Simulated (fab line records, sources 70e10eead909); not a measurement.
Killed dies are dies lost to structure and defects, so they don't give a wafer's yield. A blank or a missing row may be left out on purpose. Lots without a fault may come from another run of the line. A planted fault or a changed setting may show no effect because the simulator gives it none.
Chamber matching | flow nand_harc | NHARC_A_M0_DEP_32 on pecvd-03: 3 sister chambers
The step deposits SiCN, target thk 30 nm. 18 wafers are shown with their chamber, then 9 later ones without.

WAFERS WITH THEIR CHAMBER
wafer  | chamber | heater_power_w (W)
L075.2 | 2       | 694
L075.3 | 1       | 471
L075.5 | 1       | 472
L077.1 | 2       | 682
L077.5 | 0       | 597
L077.6 | 2       | 691
L080.3 | 0       | 515
L080.4 | 0       | 502
L080.6 | 1       | 545
L081.4 | 1       | 521
L081.5 | 0       | 565
L081.6 | 2       | 592
L084.2 | 1       | 437
L084.3 | 2       | 582
L084.4 | 2       | 591
L085.1 | 1       | 489
L085.4 | 2       | 680
L085.5 | 0       | 533

SIGNATURES (means of the wafers above)
reading        | chamber 0 | chamber 1 | chamber 2 | scatter within a chamber
heater_power_w | 542.40    | 489.17    | 644.57    | 44.9
Rule: a wafer's distance from a chamber is the root of the sum, over the readings, of the square of ((its reading less the chamber's mean) divided by the reading's scatter). The wafer belongs to the nearest chamber; if the next one is less than 2 further off, it can't be placed. The scatter: the root of (the sum of the squares of (reading less its chamber's mean) over the shown wafers, divided by (wafers less chambers)).

WAFERS WITHOUT THEIR CHAMBER
wafer  | heater_power_w (W)
L087.1 | 586
L087.2 | 661
L087.3 | 545
L090.1 | 599
L090.3 | 550
L090.4 | 548
L088.1 | 585
L088.3 | 532
L088.4 | 534

WHICH CHAMBER EACH WENT THROUGH
wafer  | from the rows above          | in truth
L087.1 | can't be placed: 0 or 2 or 1 | 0
L087.2 | 2                            | 2
L087.3 | can't be placed: 0 or 1      | 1
L090.1 | can't be placed: 2 or 0 or 1 | 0
L090.3 | can't be placed: 0 or 1 or 2 | 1
L090.4 | can't be placed: 0 or 1      | 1
L088.1 | can't be placed: 0 or 2 or 1 | 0
L088.3 | can't be placed: 0 or 1      | 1
L088.4 | can't be placed: 0 or 1      | 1
Placed correctly: 1 of 9. Can't be placed from these rows: 8 (the true chamber is among the candidates in 8). Placed wrongly: 0.
